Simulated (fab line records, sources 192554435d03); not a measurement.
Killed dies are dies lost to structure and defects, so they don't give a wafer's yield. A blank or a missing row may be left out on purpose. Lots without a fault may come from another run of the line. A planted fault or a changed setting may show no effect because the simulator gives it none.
fab line records | flow n5_finfet
record lots=6 wafers=18 last_day=19
route steps=1938 shown BEOL_M11@1548 PASSIVATION@1936
lots that met no fault: from a run of the same line without faults
start_h: hours from the record's first day to the start of the lot's first wafer shown | wait_h: hours since the lot's step before | " the same as in the row above | L1.1+2: a row that stands for several wafers | - no value, or no start given | * or withheld: withheld | < > ~ a bound
route shown NAME@n: a module of which the file shows steps, and the number in the route of the first | usual: mean/standard deviation of fault-free wafers | same: alike in all rows | chamber/n: place in a boat | sites: the reading at each site | _std_site: their standard deviation | _edge_site: outer sites' mean less inner sites' | radius_mm: how far each site lies from the wafer's centre | mask NAME#n: copy n | behind: the tool/chamber that last shaped the wafer | hold: why the lot was held/for how many hours/how that ended | device: the transistor (n, p or np) that didn't switch | end of line: the same wafers' tests at the end of the route | a step without rows: its recipe alone | killed: dies lost to structure and defects at the first sort, not the wafer's yield | map: a wafer's dies, x killed, . not, _ none there
set.NAME: the setting as run; set.NAME@STEP: as run at that earlier step | model.NAME: the simulator's own value behind a step, which no gauge read
lots at some steps of the route; a table a step, a row a wafer
services: from which hour (start_h, from the record's first day; less than 0 if before it) a tool's chamber was out of use, for how many hours, and why
## steps
# step N5_BEOL_M11_DEVELOP_10
# recipe develop_time_s=30 developer=TMAH resist=CAR-ArF rinse_liquid=diw dry=air_spin dev_temp_c=23
# step N5_BEOL_M11_CD_MEAS_11
# recipe target_cd_nm=64.1 landing_energy_ev=500 detector=se_inlens polarity=opening
# usual cd_nm=64.1/0.52
# columns lot.wafer tool chamber start_h wait_h cd_nm
L547.2 cd_sem-01 0 269.12 - 65.2
L547.4 " 0 " " 63.6
L547.5 " 0 " " 64.0
L554.2 cd_sem-02 0 326.93 - 63.2
L554.5 " 0 " " 64.5
L554.6 " 0 " " 64.0
L558.1 cd_sem-03 0 343.85 - 63.8
L558.5 " 0 " " 64.3
L558.6 " 0 " " 64.9
L561.2 cd_sem-02 0 378.92 - 64.2
L561.4 " 0 " " 64.8
L561.5 " 0 " " 64.0
L567.3 cd_sem-03 0 408.93 - 64.2
L567.4 " 0 " " 63.8
L567.6 " 0 " " 64.8
L570.1 cd_sem-03 0 417.30 - 64.0
L570.4 " 0 " " 64.4
L570.5 " 0 " " 63.2
# step N5_BEOL_M11_OVL_MEAS_12
# recipe points_per_wafer=44
# usual M11_OVL=0.3/0.81
# columns lot.wafer tool chamber start_h wait_h M11_OVL[nm]
L547.2 overlay-02 0 269.15 0.0 -0.4
L547.4 " 0 " " -0.4
L547.5 " 0 " " 1.2
L554.2 overlay-01 0 326.96 0.0 -1.1
L554.5 " 0 " " 0.1
L554.6 " 0 " " 0.5
L558.1 overlay-01 0 343.88 0.0 0.0
L558.5 " 0 " " 0.5
L558.6 " 0 " " 1.2
L561.2 overlay-02 0 378.95 0.0 -1.0
L561.4 " 0 " " -0.4
L561.5 " 0 " " -1.8
L567.3 overlay-01 0 408.95 0.0 0.5
L567.4 " 0 " " 0.8
L567.6 " 0 " " 0.4
L570.1 overlay-01 0 417.33 0.0 -0.8
L570.4 " 0 " " -0.3
L570.5 " 0 " " 0.1
# step N5_BEOL_M11_INSPECT_13
# recipe mode=adi inspect_instrument=brightfield
# usual raw_defect_count=419/110
# columns lot.wafer tool chamber start_h wait_h raw_defect_count
L547.2 defect_inspect-01 - 269.17 0.0 319
L547.4 " - " " 386
L547.5 " - " " 380
L554.2 defect_inspect-01 - 326.98 0.0 336
L554.5 " - " " 417
L554.6 " - " " 417
L558.1 defect_inspect-01 - 343.90 0.0 382
L558.5 " - " " 461
L558.6 " - " " 294
L561.2 defect_inspect-02 - 378.97 0.0 585
L561.4 " - " " 351
L561.5 " - " " 734
L567.3 defect_inspect-01 - 408.98 0.0 700
L567.4 " - " " 434
L567.6 " - " " 442
L570.1 defect_inspect-01 - 417.36 0.0 406
L570.4 " - " " 340
L570.5 " - " " 471
# step N5_BEOL_M11_DESCUM_16
# recipe chemistry=O2 time_s=7.9 source_power_w=50 bias_power_w=20 pressure_mtorr=20 rf_frequency_hz=2.712e+07 temp_c=40 resist=CAR-ArF o2_flow_sccm=225
# usual chamber_pressure_mTorr=20.001/0.018 drypump_motor_current_A=5.8/0.47 oes_product_au=0.79/0.086 rf_vpp_V=242.9/1.6 showerhead_plenum_p_Torr=2.07/0.088 throttle_valve_pct=20.5/0.32
# columns lot.wafer tool chamber start_h wait_h chamber_pressure_mTorr drypump_motor_current_A oes_product_au rf_hours_counter_h rf_vpp_V showerhead_plenum_p_Torr throttle_valve_pct
L547.2 rie_diel-05 3 269.37 0.2 19.987 5.1 0.69 231 242.6 2.08 20.3
L547.4 " 3 " " 19.983 5.1 0.69 - 243.3 2.08 20.3
L547.5 " 2 " " 19.986 6.0 0.73 - 246.8 2.17 20.8
L554.2 rie_diel-06 3 327.01 0.0 19.995 6.0 0.68 241 243.1 1.97 20.7
L554.5 " 2 " " 19.990 6.1 0.84 - 243.2 2.12 20.6
L554.6 " 3 " " 19.990 6.0 0.68 - 241.4 1.97 20.7
L558.1 rie_diel-02 2 343.94 0.0 19.958 5.3 0.76 169 241.3 2.01 20.6
L558.5 " 3 " " 20.009 5.2 0.82 - 244.6 2.10 20.7
L558.6 " 2 " " 19.981 5.3 0.76 - 242.1 2.01 20.5
L561.2 rie_diel-02 2 379.26 0.3 20.014 5.3 0.75 180 242.4 2.00 20.6
L561.4 " 1 " " 20.006 6.6 0.80 86 243.3 2.21 20.4
L561.5 " 2 " " 20.017 5.3 0.75 - 240.8 2.00 20.6
L567.3 rie_diel-02 0 409.16 0.2 19.987 6.1 0.85 52 245.2 2.11 19.7
L567.4 " 1 " " 20.019 6.6 0.79 95 244.7 2.20 20.4
L567.6 " 1 " " 19.991 6.6 0.79 - 244.5 2.20 20.4
L570.1 rie_diel-05 0 417.65 0.3 20.032 5.8 0.84 70 241.9 2.02 20.4
L570.4 " 3 " " 19.987 5.1 0.92 23 242.8 2.06 20.0
L570.5 " 1 " " 20.007 5.6 0.89 - 243.2 2.13 20.2
# step N5_BEOL_M11_ETCH_61
# recipe chemistry=CF4 target=SiARC target_depth_a=390 mask_material=CAR-ArF time_s=65 ion_energy_ev=80 pressure_mtorr=40 source_w=545 bias_w=36 Ar_flow_sccm=100 cf4_flow_sccm=100 ends=cleared
# usual chamber_pressure_mTorr=40.00/0.038 drypump_motor_current_A=5.8/0.47 etch_rf_on_time_s=64.6/1.3 oes_product_au=0.68/0.071 rf_vpp_V=183.9/1.3 showerhead_plenum_p_Torr=2.12/0.085 throttle_valve_pct=15.7/0.33
# columns lot.wafer tool chamber start_h wait_h chamber_pressure_mTorr drypump_motor_current_A etch_rf_on_time_s oes_product_au rf_hours_counter_h rf_vpp_V showerhead_plenum_p_Torr throttle_valve_pct
L547.2 rie_diel-05 3 269.41 0.0 40.03 5.1 65.5 0.59 231 184.1 2.10 15.4
L547.4 " 3 " " 39.93 5.1 65.6 0.59 - 182.0 2.10 15.4
L547.5 " 2 " " 40.05 6.0 63.0 0.63 - 184.3 2.22 16.1
L554.2 rie_diel-06 3 327.05 0.0 39.96 6.0 66.6 0.57 241 182.5 2.04 16.0
L554.5 " 2 " " 40.04 6.1 66.7 0.71 - 183.7 2.17 15.7
L554.6 " 3 " " 39.98 6.0 67.1 0.57 - 182.4 2.04 16.0
L558.1 rie_diel-02 2 343.97 0.0 40.01 5.3 64.4 0.64 169 182.6 2.05 15.7
L558.5 " 3 " " 40.03 5.3 64.8 0.71 - 184.8 2.16 15.9
L558.6 " 2 " " 39.98 5.3 65.4 0.64 - 183.3 2.05 15.7
L561.2 rie_diel-02 2 379.29 0.0 39.99 5.3 64.4 0.64 180 182.7 2.05 15.7
L561.4 " 1 " " 40.00 6.6 65.3 0.69 86 184.6 2.24 15.5
L561.5 " 2 " " 40.01 5.3 64.6 0.63 - 182.4 2.05 15.7
L567.3 rie_diel-02 0 409.20 0.0 40.03 6.1 62.4 0.74 52 185.5 2.18 15.1
L567.4 " 1 " " 40.07 6.6 65.3 0.67 95 185.7 2.23 15.5
L567.6 " 1 " " 39.97 6.6 65.6 0.68 - 185.6 2.23 15.5
L570.1 rie_diel-05 0 417.69 0.0 39.99 5.8 63.6 0.73 70 183.7 2.09 15.6
L570.4 " 3 " " 40.05 5.1 63.2 0.79 23 183.6 2.09 15.0
L570.5 " 1 " " 40.01 5.6 64.8 0.75 - 186.6 2.18 15.3
# step N5_BEOL_M11_ETCH_62
# recipe chemistry=N2/H2 target=SOC target_depth_a=1100 overetch_a=220 mask_material=SiARC temp_c=40 time_s=165 ion_energy_ev=200 pressure_mtorr=30 source_w=840 bias_w=150 n2_flow_sccm=200 h2_flow_sccm=200
# usual chamber_pressure_mTorr=30.000/0.029 drypump_motor_current_A=5.8/0.46 oes_product_au=0.67/0.068 rf_vpp_V=523.3/3 showerhead_plenum_p_Torr=2.52/0.11 throttle_valve_pct=17.94/0.29
# columns lot.wafer tool chamber start_h wait_h chamber_pressure_mTorr drypump_motor_current_A oes_product_au rf_hours_counter_h rf_vpp_V showerhead_plenum_p_Torr throttle_valve_pct
L547.2 rie_diel-05 3 269.46 0.0 30.029 5.1 0.59 231 522.9 2.51 17.68
L547.4 " 3 " " 30.031 5.2 0.60 - 523.1 2.51 17.70
L547.5 " 2 " " 29.969 6.0 0.62 - 525.0 2.65 18.36
L554.2 rie_diel-06 3 327.10 0.0 30.016 6.0 0.58 241 519.4 2.39 18.07
L554.5 " 2 " " 30.015 6.1 0.72 - 526.7 2.58 17.96
L554.6 " 3 " " 29.992 6.0 0.58 - 519.0 2.39 18.09
L558.1 rie_diel-02 2 344.02 0.0 30.012 5.3 0.64 169 521.1 2.43 17.86
L558.5 " 3 " " 29.987 5.2 0.70 - 524.5 2.57 18.22
L558.6 " 2 " " 29.970 5.3 0.63 - 521.8 2.43 17.88
L561.2 rie_diel-02 2 379.34 0.0 30.026 5.3 0.63 180 520.6 2.42 17.89
L561.4 " 1 " " 29.910 6.6 0.68 86 527.7 2.68 17.86
L561.5 " 2 " " 30.007 5.3 0.63 - 520.9 2.42 17.90
L567.3 rie_diel-02 0 409.25 0.0 29.989 6.2 0.71 52 526.6 2.59 17.42
L567.4 " 1 " " 30.005 6.6 0.67 95 527.4 2.68 17.88
L567.6 " 1 " " 29.995 6.6 0.67 - 528.4 2.68 17.87
L570.1 rie_diel-05 0 417.74 0.0 29.977 5.8 0.71 70 522.6 2.46 17.81
L570.4 " 3 " " 30.023 5.1 0.77 23 521.6 2.50 17.36
L570.5 " 1 " " 30.015 5.6 0.75 - 525.1 2.60 17.75
# step N5_BEOL_M11_STRIP_68
# recipe chemistry=N2/H2 temp_c=40 n2_flow_sccm=200 h2_flow_sccm=200 rf_frequency_hz=6e+07
# step N5_BEOL_M11_STRIP_67
# recipe chemistry=CF4 resist=SiARC power_w=300 bias_power_w=75 pressure_mtorr=50 cf4_flow_sccm=150 rf_frequency_hz=6e+07
# step N5_BEOL_M11_HM_OPEN_17
# recipe chemistry=Cl2/BCl3 target_depth_a=200 overetch_a=60 target=TiN mask_material=SOC ion_energy_ev=150 pressure_mtorr=10 icp_w=1000 bias_w=126 Cl2_flow_sccm=53.25 bcl3_flow_sccm=21.75 Ar_flow_sccm=25
# usual chamber_pressure_mTorr=9.998/0.013 drypump_motor_current_A=5.2/0.35 he_backside_leak_sccm=3.23/0.17 mfc_cl2_sccm=53.25/0.15 oes_product_au=0.71/0.041 throttle_valve_pct=22.19/0.23
# columns lot.wafer tool chamber start_h wait_h chamber_pressure_mTorr drypump_motor_current_A he_backside_leak_sccm mfc_cl2_sccm oes_product_au rf_hours_counter_h throttle_valve_pct
L547.2 rie_metal-03 1 269.64 0.0 10.007 5.4 3.30 53.10 0.66 38 22.19
L547.4 " 1 " " 9.997 5.4 3.31 53.14 0.66 - 22.20
L547.5 " 1 " " 10.011 5.4 3.47 52.98 0.66 - 22.21
L554.2 rie_metal-02 0 327.29 0.0 10.006 5.9 3.06 53.14 0.65 43 21.67
L554.5 " 1 " " 10.008 5.1 3.17 53.20 0.72 - 22.15
L554.6 " 0 " " 10.004 5.9 3.24 52.89 0.65 - 21.68
L558.1 rie_metal-03 0 344.21 0.0 10.001 5.0 3.56 53.11 0.70 27 21.95
L558.5 " 1 " " 10.019 5.4 3.41 53.13 0.65 - 22.21
L558.6 " 0 " " 9.982 5.0 3.37 53.53 0.69 - 21.96
L561.2 rie_metal-01 0 379.53 0.0 10.013 4.8 3.02 53.36 0.75 11 22.26
L561.4 " 0 " " 9.998 4.8 3.04 53.39 0.76 - 22.26
L561.5 " 0 " " 9.999 4.8 3.06 53.22 0.74 - 22.27
L567.3 rie_metal-01 0 409.47 0.1 10.014 4.8 3.34 53.29 0.74 - 22.25
L567.4 " 1 " " 9.999 5.6 2.88 53.42 0.73 - 22.48
L567.6 " 1 " " 9.981 5.6 2.97 53.45 0.73 - 22.49
L570.1 rie_metal-01 1 417.92 0.0 10.001 5.6 3.32 53.15 0.72 17 22.49
L570.4 " 1 " " 9.996 5.6 3.24 53.46 0.72 - 22.49
L570.5 " 1 " " 9.998 5.6 3.29 53.28 0.72 - 22.50
# step N5_BEOL_M11_STRIP_19
# recipe chemistry=O2 power_w=400 temp_c=40 pressure_mtorr=30 rf_frequency_hz=6e+07 bias_power_w=0 overash_fraction=0.2 o2_flow_sccm=225
# usual chamber_pressure_mTorr=30.00/0.03 drypump_motor_current_A=5.8/0.48 oes_product_au=0.79/0.095 rf_vpp_V=3.6/0.54 showerhead_plenum_p_Torr=2.07/0.091 throttle_valve_pct=16.8/0.33
# columns lot.wafer tool chamber start_h wait_h chamber_pressure_mTorr drypump_motor_current_A oes_product_au rf_hours_counter_h rf_vpp_V showerhead_plenum_p_Torr throttle_valve_pct
L547.2 rie_diel-05 2 269.79 0.1 29.96 6.0 0.73 169 3.4 2.17 17.1
L547.4 " 0 " " 29.97 5.8 0.92 - 3.1 2.04 16.5
L547.5 " 2 " " 29.98 6.0 0.73 - 4.1 2.17 17.1
L554.2 rie_diel-05 1 327.42 0.1 30.05 5.7 0.96 14 3.8 2.15 16.4
L554.5 " 1 " " 30.00 5.6 0.96 - 3.3 2.15 16.4
L554.6 " 2 " " 29.97 6.0 0.71 - 3.6 2.16 17.1
L558.1 rie_diel-05 0 344.32 0.1 29.97 5.8 0.89 47 4.0 2.04 16.5
L558.5 " 3 " " 29.99 5.2 1.01 - 3.1 2.08 16.2
L558.6 " 0 " " 30.01 5.8 0.88 - 4.6 2.04 16.5
L561.2 rie_diel-06 1 379.64 0.1 29.96 6.5 0.71 236 4.0 2.07 17.2
L561.4 " 3 " " 29.99 6.0 0.98 3 3.6 2.23 16.6
L561.5 " 2 " " 29.99 6.1 0.83 - 4.4 2.12 16.8
L567.3 rie_diel-06 1 409.61 0.1 30.03 6.5 0.71 244 3.8 2.07 17.2
L567.4 " 0 " " 29.93 5.2 0.70 199 4.0 1.91 17.1
L567.6 " 1 " " 29.97 6.5 0.70 - 3.7 2.07 17.2
L570.1 rie_diel-06 3 418.15 0.2 30.02 6.0 0.93 14 5.1 2.23 16.6
L570.4 " 1 " " 30.02 6.5 0.70 247 4.6 2.07 17.2
L570.5 " 2 " " 30.03 6.1 0.81 - 3.3 2.12 16.9
# step N5_BEOL_M11_CD_MEAS_18
# recipe pitch_nm=140 target_cd_nm=70
# usual cd_nm=70.0/0.64
# columns lot.wafer tool chamber start_h wait_h cd_nm
L547.2 cd_sem-02 - 269.87 0.1 70.5
L547.4 " - " " 69.9
L547.5 " - " " 69.8
L554.2 cd_sem-02 - 327.49 0.1 68.4
L554.5 " - " " 69.7
L554.6 " - " " 69.8
L558.1 cd_sem-01 - 344.39 0.0 69.6
L558.5 " - " " 70.2
L558.6 " - " " 70.0
L561.2 cd_sem-01 - 379.71 0.1 69.4
L561.4 " - " " 70.6
L561.5 " - " " 69.3
L567.3 cd_sem-03 - 409.69 0.1 70.2
L567.4 " - " " 69.7
L567.6 " - " " 70.5
L570.1 cd_sem-03 - 418.22 0.0 70.2
L570.4 " - " " 70.8
L570.5 " - " " 69.1
# step N5_BEOL_M11_COAT_63
# recipe resist=SOC temp_c=250 time_s=60 spin_rpm=1500 resist_thk_nm=100
# usual heater_power_total_W=500.7/1.6 plate_temp_C=250.00/0.16
# columns lot.wafer tool chamber start_h wait_h heater_power_total_W plate_temp_C
L547.2 litho_track-03 0 270.75 0.9 500.4 250.19
L547.4 " 0 " " 498.7 249.89
L547.5 " 0 " " 499.8 250.13
L554.2 litho_track-02 0 329.71 2.2 500.8 250.10
L554.5 " 0 " " 502.7 250.16
L554.6 " 0 " " 499.5 249.82
L558.1 litho_track-02 0 347.25 2.9 513.5 256.61
L558.5 " 0 " " 518.3 256.63
L558.6 " 0 " " 519.1 256.50
L561.2 litho_track-02 0 381.78 2.1 519.3 256.72
L561.4 " 0 " " 519.0 256.90
L561.5 " 0 " " 519.1 256.83
L567.3 litho_track-04 0 410.79 1.1 502.0 250.05
L567.4 " 0 " " 497.8 249.90
L567.6 " 0 " " 497.4 250.10
L570.1 litho_track-04 0 420.99 2.8 500.3 249.84
L570.4 " 0 " " 499.9 250.17
L570.5 " 0 " " 502.9 249.99
# step N5_BEOL_M11_COAT_64
# recipe resist=SiARC temp_c=220 time_s=60 spin_rpm=1500 resist_thk_nm=30
# step N5_PASSIVATION_PROBE_49
# usual defect_limited_yield=91.5/1.4 killed_at_M0_to_M3=34/11 killed_at_M4_up=15/6 killed_at_contacts=11/5.9 killed_at_front_end=37/11 killed_at_other=3.6/2.9 killed_dies=101/17 killed_open=66/12 killed_short=33/7.8 sort_bin_5_function=5.0/0.97 sort_bin_6_memory=3.2/0.65 sort_bin_8_speed=0.02/0.2 sort_n_pass=1079/17 sort_yield_pct=91.4/1.4
# same gross_dies=1180 killed_at_back_side=0 sort_bin_4_leakage[%]=0
# columns lot.wafer tool chamber start_h wait_h defect_limited_yield[%] killed_at_M0_to_M3 killed_at_M4_up killed_at_contacts killed_at_front_end killed_at_other killed_dies killed_open killed_short sort_bin_5_function[%] sort_bin_6_memory[%] sort_bin_8_speed[%] sort_n_pass sort_yield_pct[%]
L547.2 prober-02 - 307.16 0.1 91.7 43 21 5 24 5 98 72 24 5.0 3.1 0 1082 91.7
L547.4 prober-02 - 307.26 0.2 90.2 52 13 10 41 0 116 70 43 5.7 3.9 0 1064 90.2
L547.5 prober-02 - 307.31 0.2 89.5 55 12 18 36 3 124 77 45 6.6 3.6 0 1056 89.5
# killed by level:class
L547.2 BEOL_M2:geometric_particle:open=14 BEOL_M1:geometric_particle:open=12 BEOL_M4:geometric_particle:open=10 BEOL_M0_SAQP:geometric_particle:short=6 FIN_SAQP:geometric_particle:open=5 BEOL_M0_SAQP:geometric_particle:open=5 STI_FIN_REVEAL:geometric_particle:open=4 MOL_CONTACT_COAG:geometric_particle:open=4
L547.4 BEOL_M0_SAQP:geometric_particle:open=15 BEOL_M0_SAQP:geometric_particle:short=11 DUMMY_GATE:geometric_particle:open=10 MOL_CONTACT_COAG:geometric_particle:open=10 BEOL_M2:geometric_particle:open=7 BEOL_M1:geometric_particle:open=6 BEOL_M1:geometric_particle:short=5 FIN_SAQP:geometric_particle:short=4
L547.5 MOL_CONTACT_COAG:geometric_particle:open=13 BEOL_M0_SAQP:geometric_particle:short=12 BEOL_M3:geometric_particle:open=10 BEOL_M0_SAQP:geometric_particle:open=9 FIN_SAQP:geometric_particle:short=7 BEOL_M1:geometric_particle:open=7 BEOL_M2:geometric_particle:open=7 FIN_SAQP:geometric_particle:open=6
## services
# columns tool chamber start_h hours kind
rie_diel-05 1 264.80 - clean
rie_diel-05 1 264.80 - consumable_replace:focus_ring
rie_diel-05 1 264.80 21.0 scheduled_down
rie_diel-05 1 264.80 21.0 vent_cycle
litho_track-03 - 272.45 - consumable_replace:filter
rie_metal-02 1 279.14 2.2 repair
rie_diel-06 - 299.45 1.1 repair
rie_diel-05 2 308.01 10.4 repair
rie_diel-05 3 329.66 - clean
rie_diel-05 3 329.66 - consumable_replace:focus_ring
rie_diel-02 0 347.03 9.0 repair
rie_diel-06 3 352.48 - clean
rie_diel-06 3 352.48 - consumable_replace:focus_ring
rie_diel-06 3 352.48 - consumable_replace:showerhead
rie_diel-06 3 352.48 16.5 scheduled_down
rie_diel-06 3 352.48 16.5 vent_cycle
rie_diel-06 1 354.73 9.2 repair
litho_track-03 - 373.28 - consumable_replace:filter
litho_track-03 - 385.02 - consumable_replace:filter
rie_metal-02 - 393.96 1.2 repair
rie_metal-02 - 409.72 1.9 repair
## key
first_sign step=N5_BEOL_M11_COAT_63 reading=plate_temp_C direction=up sigmas=41 usual=* struck=*
effect step=N5_BEOL_M11_COAT_63 reading=heater_power_total_W direction=up sigmas=11 usual=* struck=*
met_at N5_BEOL_M11_COAT_63
struck_wafers L558.1,L558.5,L558.6,L561.2,L561.4,L561.5
rows_end L558.1,L558.5,L558.6
onset_between 329.71 347.25
fault kind=process_parameter_drift tool=litho_track-02 chamber=- onset_h=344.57 steps=N5_BEOL_M11_COAT_63 channel=temp_c offset=* shape=step acts_in=* stated=*
# rows_end: these wafers met a further fault down the route, and their rows from its step on are left out
